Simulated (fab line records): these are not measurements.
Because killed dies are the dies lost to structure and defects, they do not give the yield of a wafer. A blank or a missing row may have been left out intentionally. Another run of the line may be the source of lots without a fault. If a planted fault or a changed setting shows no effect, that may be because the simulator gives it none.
Matching of chambers + flow nandHarc + NHARC_A_M1_ETCH_35 on rieDiel-10 has 4 sister chambers
The step etches the open film in N2/H2, target depth 40 nm, overetch 12 nm, time 43.94 s. 27 wafers are shown with their chamber, then 12 later ones without.

EACH WAFER AND ITS CHAMBER
| wafer  | chamber | showerheadPlenumPTorr (Torr) | drypumpMotorCurrentA (A) | rfVppV (V) |
|--------|---------|------------------------------|--------------------------|------------|
| L074.1 | 1       | 2.16                         | 5.9                      | 435.0      |
| L074.3 | 3       | 2.07                         | 5.2                      | 431.9      |
| L074.6 | 1       | 2.16                         | 5.9                      | 434.8      |
| L076.1 | 2       | 2.02                         | 6.2                      | 429.0      |
| L076.2 | 0       | 2.17                         | 5.6                      | 433.5      |
| L076.3 | 1       | 2.16                         | 5.9                      | 434.9      |
| L076.4 | 3       | 2.07                         | 5.2                      | 433.2      |
| L076.5 | 3       | 2.07                         | 5.2                      | 432.5      |
| L076.6 | 0       | 2.17                         | 5.6                      | 434.4      |
| L078.2 | 1       | 2.15                         | 5.9                      | 434.1      |
| L078.3 | 0       | 2.17                         | 5.5                      | 434.3      |
| L078.5 | 0       | 2.17                         | 5.6                      | 433.0      |
| L080.1 | 2       | 2.02                         | 6.2                      | 428.2      |
| L080.4 | 0       | 2.17                         | 5.6                      | 434.1      |
| L080.6 | 3       | 2.07                         | 5.2                      | 430.9      |
| L082.1 | 1       | 2.15                         | 5.9                      | 434.9      |
| L082.2 | 3       | 2.07                         | 5.1                      | 431.1      |
| L082.5 | 2       | 2.02                         | 6.2                      | 428.7      |
| L082.3 | 0       | 2.17                         | 5.5                      | 432.6      |
| L082.4 | 2       | 2.02                         | 6.2                      | 430.7      |
| L082.6 | 1       | 2.15                         | 5.9                      | 432.2      |
| L084.1 | 0       | 2.17                         | 5.5                      | 433.3      |
| L084.3 | 1       | 2.15                         | 5.9                      | 433.8      |
| L084.6 | 1       | 2.15                         | 5.9                      | 434.1      |
| L084.2 | 3       | 2.07                         | 5.2                      | 432.4      |
| L084.4 | 2       | 2.02                         | 6.2                      | 431.2      |
| L084.5 | 0       | 2.17                         | 5.6                      | 434.2      |

SIGNATURES (averages over the wafers above)
| reading               | chamber 0 | chamber 1 | chamber 2 | chamber 3 | scatter within a chamber |
|-----------------------|-----------|-----------|-----------|-----------|--------------------------|
| showerheadPlenumPTorr | 2.1700    | 2.1538    | 2.0200    | 2.0700    | 0.00286                  |
| drypumpMotorCurrentA  | 5.562     | 5.900     | 6.200     | 5.183     | 0.0343                   |
| rfVppV                | 433.675   | 434.225   | 429.560   | 432.000   | 0.934                    |
Rule: a wafer lies at a distance from a chamber equal to the root of the sum of squares, over the readings, of (its reading less the chamber's mean, divided by the reading's scatter). If the next closest chamber is less than 2 further off than the closest, the wafer can't be placed; otherwise it belongs to the closest. The scatter: the root of (the sum of the squares of (reading less its chamber's mean) over the shown wafers, divided by (wafers less chambers)).

WAFERS WITH NO CHAMBER GIVEN
| wafer  | showerheadPlenumPTorr (Torr) | drypumpMotorCurrentA (A) | rfVppV (V) |
|--------|------------------------------|--------------------------|------------|
| L089.1 | 2.01                         | 6.2                      | 429.0      |
| L089.2 | 2.17                         | 5.5                      | 435.1      |
| L089.3 | 2.07                         | 5.2                      | 431.5      |
| L089.4 | 2.15                         | 5.9                      | 432.9      |
| L089.5 | 2.07                         | 5.2                      | 435.2      |
| L089.6 | 2.01                         | 6.2                      | 429.8      |
| L095.2 | 2.07                         | 5.2                      | 432.3      |
| L095.3 | 2.17                         | 5.6                      | 434.3      |
| L095.6 | 2.01                         | 6.2                      | 430.1      |
| L097.2 | 2.17                         | 5.6                      | 435.0      |
| L097.4 | 2.15                         | 5.9                      | 432.2      |
| L097.5 | 2.15                         | 5.9                      | 431.1      |

CHAMBER TAKEN BY EACH
| wafer  | from the rows above | in truth |
|--------|---------------------|----------|
| L089.1 | 2                   | 2        |
| L089.2 | 0                   | 0        |
| L089.3 | 3                   | 3        |
| L089.4 | 1                   | 1        |
| L089.5 | 3                   | 3        |
| L089.6 | 2                   | 2        |
| L095.2 | 3                   | 3        |
| L095.3 | 0                   | 0        |
| L095.6 | 2                   | 2        |
| L097.2 | 0                   | 0        |
| L097.4 | 1                   | 1        |
| L097.5 | 1                   | 1        |
Placed correctly: 12 of 12. Number that these rows cannot place: 0. Placed wrongly: 0.
